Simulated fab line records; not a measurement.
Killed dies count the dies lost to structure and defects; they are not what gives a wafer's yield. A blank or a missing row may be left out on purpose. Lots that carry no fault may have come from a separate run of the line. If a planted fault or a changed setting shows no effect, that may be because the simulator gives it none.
Which tool did it? :: flow n5Finfet :: 9 lots, 27 wafers sampled, at 6 steps of a route of 1938

WHAT THE GAUGES SHOWED, per wafer
N5_FIN_SAQP_CD_MEAS_31: target cd 8 nm. Usual: cdNm reads 8.07 nm (standard deviation 0.23).
lot: L678
measured: day 2 01:37
on: cdSem-02
cdNm (nm): 7.93 7.80 7.97
flag: 

lot: L680
measured: day 2 13:20
on: cdSem-03
cdNm (nm): 8.10 8.24 8.09
flag: 

lot: L685
measured: day 3 22:13
on: cdSem-02
cdNm (nm): 8.28 8.64 8.02
flag: 

lot: L687
measured: day 4 10:19
on: cdSem-01
cdNm (nm): - - -
flag: OFF

lot: L688
measured: day 4 14:14
on: cdSem-03
cdNm (nm): - - -
flag: OFF

lot: L697
measured: day 6 19:58
on: cdSem-03
cdNm (nm): 7.69 7.94 8.23
flag: 

lot: L698
measured: day 7 04:08
on: cdSem-02
cdNm (nm): 7.50 7.91 8.20
flag: 

lot: L700
measured: day 7 13:29
on: cdSem-01
cdNm (nm): 8.27 8.17 8.05
flag: 

lot: L701
measured: day 7 19:43
on: cdSem-01
cdNm (nm): 7.74 7.95 7.73
flag: 

N5_BEOL_M4_RC_MEAS_101. Usual: DIBL_N 36.5 mV/V, standard deviation 1.4; DIBL_P 36.5 mV/V, standard deviation 1.6; IOFF_N 0.163 nA/um, standard deviation 0.022; IOFF_P 0.219 nA/um, standard deviation 0.029; ION_N 675 uA/um, standard deviation 8.3; ION_P 464 uA/um, standard deviation 6.2; SS_N 71.5 mV/dec, standard deviation 0.52; SS_P 73.4 mV/dec, standard deviation 0.57; VT_N 249.7 mV, standard deviation 2.6; VT_P -250 mV, standard deviation 3.
lot: L678
measured: day 7 20:59
on: prober-02
DIBL_N (mV/V): 35.8 38.3 36.7
DIBL_P (mV/V): 35.3 37.5 37.0
IOFF_N (nA/um): 0.140 0.177 0.152
IOFF_P (nA/um): 0.185 0.224 0.201
ION_N (uA/um): 661 671 670
ION_P (uA/um): 459 462 465
SS_N (mV/dec): 71.2 72.1 71.2
SS_P (mV/dec): 72.5 73.1 72.9
VT_N (mV): 250.8 248.6 249.0
VT_P (mV): -250 -247 -249
flag: 

lot: L680
measured: day 8 15:29
on: prober-01
DIBL_N (mV/V): 37.4 34.2 36.5
DIBL_P (mV/V): 38.1 34.8 38.0
IOFF_N (nA/um): 0.189 0.134 0.174
IOFF_P (nA/um): 0.216 0.174 0.213
ION_N (uA/um): 673 666 676
ION_P (uA/um): 455 453 461
SS_N (mV/dec): 72.7 71.4 72.3
SS_P (mV/dec): 73.7 73.3 73.4
VT_N (mV): 247.7 251.4 250.6
VT_P (mV): -251 -255 -251
flag: 

lot: L685
measured: day 9 21:19
on: prober-01
DIBL_N (mV/V): 36.9 35.8 36.2
DIBL_P (mV/V): 36.2 35.2 36.4
IOFF_N (nA/um): 0.172 0.154 0.173
IOFF_P (nA/um): 0.197 0.188 0.200
ION_N (uA/um): 666 666 682
ION_P (uA/um): 454 454 462
SS_N (mV/dec): 72.1 70.6 71.4
SS_P (mV/dec): 73.3 73.4 73.0
VT_N (mV): 251.5 250.5 249.3
VT_P (mV): -250 -251 -251
flag: 

lot: L697
measured: day 12 21:46
on: prober-02
DIBL_N (mV/V): 37.2 37.7 38.3
DIBL_P (mV/V): 37.0 38.1 38.3
IOFF_N (nA/um): 0.176 0.195 0.203
IOFF_P (nA/um): 0.219 0.232 0.244
ION_N (uA/um): 682 694 682
ION_P (uA/um): 461 469 465
SS_N (mV/dec): 71.7 71.5 71.7
SS_P (mV/dec): 73.5 73.2 73.7
VT_N (mV): 249.3 247.1 246.3
VT_P (mV): -250 -251 -250
flag: 

lot: L698
measured: day 13 02:41
on: prober-02
DIBL_N (mV/V): 38.5 38.7 38.1
DIBL_P (mV/V): 38.0 37.9 37.6
IOFF_N (nA/um): 0.175 0.184 0.174
IOFF_P (nA/um): 0.240 0.244 0.248
ION_N (uA/um): 681 666 685
ION_P (uA/um): 464 460 471
SS_N (mV/dec): 71.3 71.4 71.4
SS_P (mV/dec): 74.3 74.3 74.0
VT_N (mV): 250.5 248.6 247.6
VT_P (mV): -247 -248 -247
flag: 

lot: L700
measured: day 13 22:22
on: prober-02
DIBL_N (mV/V): 35.7 33.3 35.0
DIBL_P (mV/V): 37.9 34.6 36.6
IOFF_N (nA/um): 0.170 0.127 0.151
IOFF_P (nA/um): 0.230 0.184 0.217
ION_N (uA/um): 681 675 675
ION_P (uA/um): 472 467 465
SS_N (mV/dec): 72.5 71.0 71.1
SS_P (mV/dec): 73.4 72.6 73.3
VT_N (mV): 250.1 252.1 250.0
VT_P (mV): -248 -251 -249
flag: 

lot: L701
measured: day 14 04:43
on: prober-02
DIBL_N (mV/V): 36.6 37.2 34.9
DIBL_P (mV/V): 35.7 36.7 33.8
IOFF_N (nA/um): 0.149 0.164 0.132
IOFF_P (nA/um): 0.218 0.243 0.196
ION_N (uA/um): 661 665 667
ION_P (uA/um): 460 458 467
SS_N (mV/dec): 71.8 72.8 71.7
SS_P (mV/dec): 73.4 73.9 72.7
VT_N (mV): 251.6 250.0 254.0
VT_P (mV): -250 -248 -251
flag: 

WHAT TOOL EACH LOT RAN ON (gives the tool, then ch and the chambers of the sampled wafers, and finally the start)
lot: L678
N5_FIN_SAQP_RECESS_71: vaporEtch-02 ch 0,1, day 2 00:57
N5_FIN_SAQP_SPACER2_ALD_28: aldSin-03 ch 0,1,2, day 2 01:06
N5_FIN_SAQP_MANDREL2_REMOVE_60: rieSi-03 ch 0,1,3, day 2 01:31
N5_FIN_SAQP_STRIP_77: rieDiel-01 ch 0,1,2, day 2 01:46

lot: L680
N5_FIN_SAQP_RECESS_71: vaporEtch-01 ch 0,1, day 2 12:42
N5_FIN_SAQP_SPACER2_ALD_28: aldSin-03 ch 0,1, day 2 12:48
N5_FIN_SAQP_MANDREL2_REMOVE_60: rieSi-03 ch 0,2, day 2 13:13
N5_FIN_SAQP_STRIP_77: rieDiel-01 ch 1,3, day 2 13:28

lot: L685
N5_FIN_SAQP_RECESS_71: vaporEtch-01 ch 0,1, day 3 21:28
N5_FIN_SAQP_SPACER2_ALD_28: aldSin-03 ch 0,1,2, day 3 21:34
N5_FIN_SAQP_MANDREL2_REMOVE_60: rieSi-01 ch 1,2, day 3 22:05
N5_FIN_SAQP_STRIP_77: rieDiel-05 ch 2,3, day 3 22:30

lot: L687
N5_FIN_SAQP_RECESS_71: vaporEtch-01 ch 0,1, day 4 09:27
N5_FIN_SAQP_SPACER2_ALD_28: aldSin-03 ch 0,1, day 4 09:35
N5_FIN_SAQP_MANDREL2_REMOVE_60: rieSi-04 ch 1,2,3, day 4 10:13
N5_FIN_SAQP_STRIP_77: rieDiel-01 ch 0,1,2, day 4 10:39

lot: L688
N5_FIN_SAQP_RECESS_71: vaporEtch-02 ch 0,1, day 4 13:34
N5_FIN_SAQP_SPACER2_ALD_28: aldSin-01 ch 0,1,2, day 4 13:43
N5_FIN_SAQP_MANDREL2_REMOVE_60: rieSi-01 ch 0,1, day 4 14:07
N5_FIN_SAQP_STRIP_77: rieDiel-01 ch 0,1, day 4 14:22

lot: L697
N5_FIN_SAQP_RECESS_71: vaporEtch-01 ch 0,1, day 6 19:17
N5_FIN_SAQP_SPACER2_ALD_28: aldSin-01 ch 1,2,3, day 6 19:26
N5_FIN_SAQP_MANDREL2_REMOVE_60: rieSi-03 ch 1,2,3, day 6 19:51
N5_FIN_SAQP_STRIP_77: rieDiel-05 ch 1,2,3, day 6 20:06

lot: L698
N5_FIN_SAQP_RECESS_71: vaporEtch-02 ch 0,1, day 7 02:56
N5_FIN_SAQP_SPACER2_ALD_28: aldSin-03 ch 0,1,2, day 7 03:31
N5_FIN_SAQP_MANDREL2_REMOVE_60: rieSi-01 ch 1,2, day 7 04:02
N5_FIN_SAQP_STRIP_77: rieDiel-02 ch 2,3, day 7 04:28

lot: L700
N5_FIN_SAQP_RECESS_71: vaporEtch-01 ch 0,1, day 7 12:43
N5_FIN_SAQP_SPACER2_ALD_28: aldSin-01 ch 0,1,2, day 7 12:52
N5_FIN_SAQP_MANDREL2_REMOVE_60: rieSi-01 ch 0,1,3, day 7 13:23
N5_FIN_SAQP_STRIP_77: rieDiel-05 ch 1,2,3, day 7 13:46

lot: L701
N5_FIN_SAQP_RECESS_71: vaporEtch-01 ch 0,1, day 7 19:03
N5_FIN_SAQP_SPACER2_ALD_28: aldSin-01 ch 0,2, day 7 19:11
N5_FIN_SAQP_MANDREL2_REMOVE_60: rieSi-01 ch 1,2,3, day 7 19:36
N5_FIN_SAQP_STRIP_77: rieDiel-05 ch 0,2,3, day 7 19:51
- N5_FIN_SAQP_RECESS_71: chemistry HF/NH3, target SiO2, target depth 3 nm, afs cycles 1, sublimation time 60 s.
- N5_FIN_SAQP_SPACER2_ALD_28: deposits SiO2, target thk 8.1 nm, pulse time 1 s, purge time 2 s.
- N5_FIN_SAQP_MANDREL2_REMOVE_60: chemistry HBr/Cl2/O2, target a-Si, stops on SiNx, bt time 10 s.
- N5_FIN_SAQP_STRIP_77: strips in N2/H2, time 90 s.

AS READ BY THE TOOLS THEMSELVES (means over the sampled wafers that have a number; for cases with no such wafer, the mark the record gives instead)
N5_FIN_SAQP_RECESS_71. Usual: drypumpMotorCurrentA reads 6.1 A (standard deviation 0.34).
lot: L678
tool: vaporEtch-02
drypumpMotorCurrentA (A): 6.1
flag: 

lot: L680
tool: vaporEtch-01
drypumpMotorCurrentA (A): 6.1
flag: 

lot: L685
tool: vaporEtch-01
drypumpMotorCurrentA (A): 6.2
flag: 

lot: L687
tool: vaporEtch-01
drypumpMotorCurrentA (A): 6.1
flag: 

lot: L688
tool: vaporEtch-02
drypumpMotorCurrentA (A): 6.1
flag: 

lot: L697
tool: vaporEtch-01
drypumpMotorCurrentA (A): 5.8
flag: 

lot: L698
tool: vaporEtch-02
drypumpMotorCurrentA (A): 6.2
flag: 

lot: L700
tool: vaporEtch-01
drypumpMotorCurrentA (A): 6.1
flag: 

lot: L701
tool: vaporEtch-01
drypumpMotorCurrentA (A): 6.1
flag: 

N5_FIN_SAQP_SPACER2_ALD_28. Usual: chamberPressureTorr 2.000 Torr, standard deviation 0.0046; heaterPowerW 477 W, standard deviation 40; precursorPulseHeightRel 0.998, standard deviation 0.019.
lot: L678
tool: aldSin-03
chamberPressureTorr (Torr): 2.007
heaterPowerW (W): 478
precursorPulseHeightRel: 0.986
flag: 

lot: L680
tool: aldSin-03
chamberPressureTorr (Torr): 1.999
heaterPowerW (W): 473
precursorPulseHeightRel: 1.001
flag: 

lot: L685
tool: aldSin-03
chamberPressureTorr (Torr): 2.001
heaterPowerW (W): 479
precursorPulseHeightRel: 1.006
flag: 

lot: L687
tool: aldSin-03
chamberPressureTorr (Torr): -
heaterPowerW (W): -
precursorPulseHeightRel: -
flag: OFF

lot: L688
tool: aldSin-01
chamberPressureTorr (Torr): -
heaterPowerW (W): -
precursorPulseHeightRel: -
flag: OFF

lot: L697
tool: aldSin-01
chamberPressureTorr (Torr): 2.000
heaterPowerW (W): 496
precursorPulseHeightRel: 1.001
flag: 

lot: L698
tool: aldSin-03
chamberPressureTorr (Torr): 2.002
heaterPowerW (W): 479
precursorPulseHeightRel: 1.003
flag: 

lot: L700
tool: aldSin-01
chamberPressureTorr (Torr): 2.002
heaterPowerW (W): 466
precursorPulseHeightRel: 0.994
flag: 

lot: L701
tool: aldSin-01
chamberPressureTorr (Torr): 2.000
heaterPowerW (W): 512
precursorPulseHeightRel: 0.992
flag: 

N5_FIN_SAQP_MANDREL2_REMOVE_60. Usual: drypumpMotorCurrentA 5.4 A, standard deviation 0.43; oesProductAu 0.997 a.u., standard deviation 0.017; throttleValvePct 36.81 %, standard deviation 0.27.
lot: L678
tool: rieSi-03
drypumpMotorCurrentA (A): 5.3
oesProductAu (a.u.): 0.988
throttleValvePct (%): 36.73
flag: 

lot: L680
tool: rieSi-03
drypumpMotorCurrentA (A): 4.9
oesProductAu (a.u.): 0.990
throttleValvePct (%): 36.65
flag: 

lot: L685
tool: rieSi-01
drypumpMotorCurrentA (A): 6.0
oesProductAu (a.u.): 1.017
throttleValvePct (%): 37.02
flag: 

lot: L687
tool: rieSi-04
drypumpMotorCurrentA (A): 5.2
oesProductAu (a.u.): 0.986
throttleValvePct (%): 36.81
flag: 

lot: L688
tool: rieSi-01
drypumpMotorCurrentA (A): 6.1
oesProductAu (a.u.): 1.024
throttleValvePct (%): 36.96
flag: 

lot: L697
tool: rieSi-03
drypumpMotorCurrentA (A): 5.2
oesProductAu (a.u.): 0.997
throttleValvePct (%): 36.86
flag: 

lot: L698
tool: rieSi-01
drypumpMotorCurrentA (A): 6.0
oesProductAu (a.u.): 1.022
throttleValvePct (%): 37.03
flag: 

lot: L700
tool: rieSi-01
drypumpMotorCurrentA (A): 6.0
oesProductAu (a.u.): 1.000
throttleValvePct (%): 36.81
flag: 

lot: L701
tool: rieSi-01
drypumpMotorCurrentA (A): 6.0
oesProductAu (a.u.): 1.007
throttleValvePct (%): 36.88
flag: 

N5_FIN_SAQP_STRIP_77. Usual: biasPowerW 3.001 W, standard deviation 0.0095; drypumpMotorCurrentA 5.6 A, standard deviation 0.51; oesProductAu 0.74 a.u., standard deviation 0.063; rfVppV 45.3 V, standard deviation 0.98; showerheadPlenumPTorr 3.34 Torr, standard deviation 0.039; throttleValvePct 12.32 %, standard deviation 0.24.
lot: L678
tool: rieDiel-01
biasPowerW (W): 2.991
drypumpMotorCurrentA (A): 6.0
oesProductAu (a.u.): 0.70
rfVppV (V): 44.9
showerheadPlenumPTorr (Torr): 3.35
throttleValvePct (%): 12.38
flag: 

lot: L680
tool: rieDiel-01
biasPowerW (W): 2.997
drypumpMotorCurrentA (A): 5.1
oesProductAu (a.u.): 0.76
rfVppV (V): 44.7
showerheadPlenumPTorr (Torr): 3.37
throttleValvePct (%): 12.35
flag: 

lot: L685
tool: rieDiel-05
biasPowerW (W): 2.991
drypumpMotorCurrentA (A): 5.4
oesProductAu (a.u.): 0.75
rfVppV (V): 45.1
showerheadPlenumPTorr (Torr): 3.29
throttleValvePct (%): 12.34
flag: 

lot: L687
tool: rieDiel-01
biasPowerW (W): 2.998
drypumpMotorCurrentA (A): 6.0
oesProductAu (a.u.): 0.78
rfVppV (V): 45.7
showerheadPlenumPTorr (Torr): 3.34
throttleValvePct (%): 12.22
flag: 

lot: L688
tool: rieDiel-01
biasPowerW (W): 3.005
drypumpMotorCurrentA (A): 6.0
oesProductAu (a.u.): 0.78
rfVppV (V): 45.3
showerheadPlenumPTorr (Torr): 3.34
throttleValvePct (%): 12.15
flag: 

lot: L697
tool: rieDiel-05
biasPowerW (W): 3.003
drypumpMotorCurrentA (A): 5.7
oesProductAu (a.u.): 0.72
rfVppV (V): 45.8
showerheadPlenumPTorr (Torr): 3.30
throttleValvePct (%): 12.39
flag: 

lot: L698
tool: rieDiel-02
biasPowerW (W): 3.005
drypumpMotorCurrentA (A): 6.0
oesProductAu (a.u.): 0.75
rfVppV (V): 46.1
showerheadPlenumPTorr (Torr): 3.38
throttleValvePct (%): 12.42
flag: 

lot: L700
tool: rieDiel-05
biasPowerW (W): 2.998
drypumpMotorCurrentA (A): 5.6
oesProductAu (a.u.): 0.72
rfVppV (V): 45.7
showerheadPlenumPTorr (Torr): 3.30
throttleValvePct (%): 12.42
flag: 

lot: L701
tool: rieDiel-05
biasPowerW (W): 3.002
drypumpMotorCurrentA (A): 5.3
oesProductAu (a.u.): 0.71
rfVppV (V): 45.1
showerheadPlenumPTorr (Torr): 3.31
throttleValvePct (%): 12.42
flag: 

THE ANSWER, worked out from the rows above alone
Rule: lot off if the mean of its wafers having a number is beyond 3 standard deviations from the usual mean. Also off: a lot with no number at a reading for which 4 or more lots have one. Any other lot the step has rows for is counted as sound. First the gauges in route order, then the tools' own readings, where a lot's mean is used as printed above. At the first step where some lot is off, the reading lying furthest off is the one used; lots without a number count as furthest.
Off, at N5_FIN_SAQP_CD_MEAS_31 on cdNm: L687, L688. Without a number there: L687, L688.
A tool fits if, at a process step before that reading, it ran every lot that is off, and no sound lot after the first of them. The gauges at N5_FIN_SAQP_CD_MEAS_31 aren't tried: what is off there is off at N5_FIN_SAQP_SPACER2_ALD_28 too, on other tools, and a gauge's error can't cause that. No candidate that was tried fits.

WHAT THE SIMULATOR HAD INSERTED
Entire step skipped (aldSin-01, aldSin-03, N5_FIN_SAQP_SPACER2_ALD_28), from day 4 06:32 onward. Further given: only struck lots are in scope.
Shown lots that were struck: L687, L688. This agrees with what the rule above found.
